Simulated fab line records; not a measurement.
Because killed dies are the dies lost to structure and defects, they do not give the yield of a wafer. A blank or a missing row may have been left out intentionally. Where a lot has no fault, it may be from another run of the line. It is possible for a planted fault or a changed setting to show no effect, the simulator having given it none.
Chamber matching || flow nand harc || rie diel-09 running NHARC_A_SGD_CUT_DESCUM_14: 4 sister chambers
The step chemistry O2, time 3 s. 4 wafers are shown with their chamber, then 9 later ones without.

== WAFERS WITH THEIR CHAMBER ==
{"wafer": "L081.2", "chamber": 0, "drypump motor current A (A)": 6.0}
{"wafer": "L087.2", "chamber": 3, "drypump motor current A (A)": 5.7}
{"wafer": "L087.5", "chamber": 2, "drypump motor current A (A)": 6.0}
{"wafer": "L087.6", "chamber": 1, "drypump motor current A (A)": 5.3}

== WAFERS WHOSE CHAMBER IS MISSING ==
{"wafer": "L089.1", "drypump motor current A (A)": 5.8}
{"wafer": "L089.2", "drypump motor current A (A)": 6.0}
{"wafer": "L089.4", "drypump motor current A (A)": 6.0}
{"wafer": "L094.1", "drypump motor current A (A)": 5.9}
{"wafer": "L094.5", "drypump motor current A (A)": 5.9}
{"wafer": "L094.6", "drypump motor current A (A)": 5.3}
{"wafer": "L091.1", "drypump motor current A (A)": 6.0}
{"wafer": "L091.2", "drypump motor current A (A)": 5.8}
{"wafer": "L091.5", "drypump motor current A (A)": 5.8}

== CHAMBER TAKEN BY EACH ==
{"wafer": "L089.1", "from the rows above": "can't be placed: 3 or 0 or 2", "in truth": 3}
{"wafer": "L089.2", "from the rows above": "can't be placed: 0 or 2", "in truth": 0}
{"wafer": "L089.4", "from the rows above": "can't be placed: 0 or 2", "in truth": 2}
{"wafer": "L094.1", "from the rows above": "can't be placed: 0 or 2 or 3", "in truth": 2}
{"wafer": "L094.5", "from the rows above": "can't be placed: 0 or 2 or 3", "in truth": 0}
{"wafer": "L094.6", "from the rows above": 1, "in truth": 1}
{"wafer": "L091.1", "from the rows above": "can't be placed: 0 or 2", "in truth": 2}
{"wafer": "L091.2", "from the rows above": "can't be placed: 3 or 0 or 2", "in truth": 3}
{"wafer": "L091.5", "from the rows above": "can't be placed: 3 or 0 or 2", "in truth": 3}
Placed correctly: 1 of 9. Not placeable from these rows: 8 (in 8, the candidates include the true chamber). 0 placed wrongly.
How it was worked out, from the rows above alone: a wafer's distance from a chamber is the root of the sum, over the readings, of the square of ((its reading less the chamber's mean) divided by the reading's scatter). If the next closest chamber is less than 2 further off than the closest, the wafer can't be placed; otherwise it belongs to the closest. For every chamber, the mean is computed from those of its wafers that are shown. The scatter (one wafer shown for each chamber): square how far every hidden wafer sits from the nearest shown wafer, average those squares and take the square root.
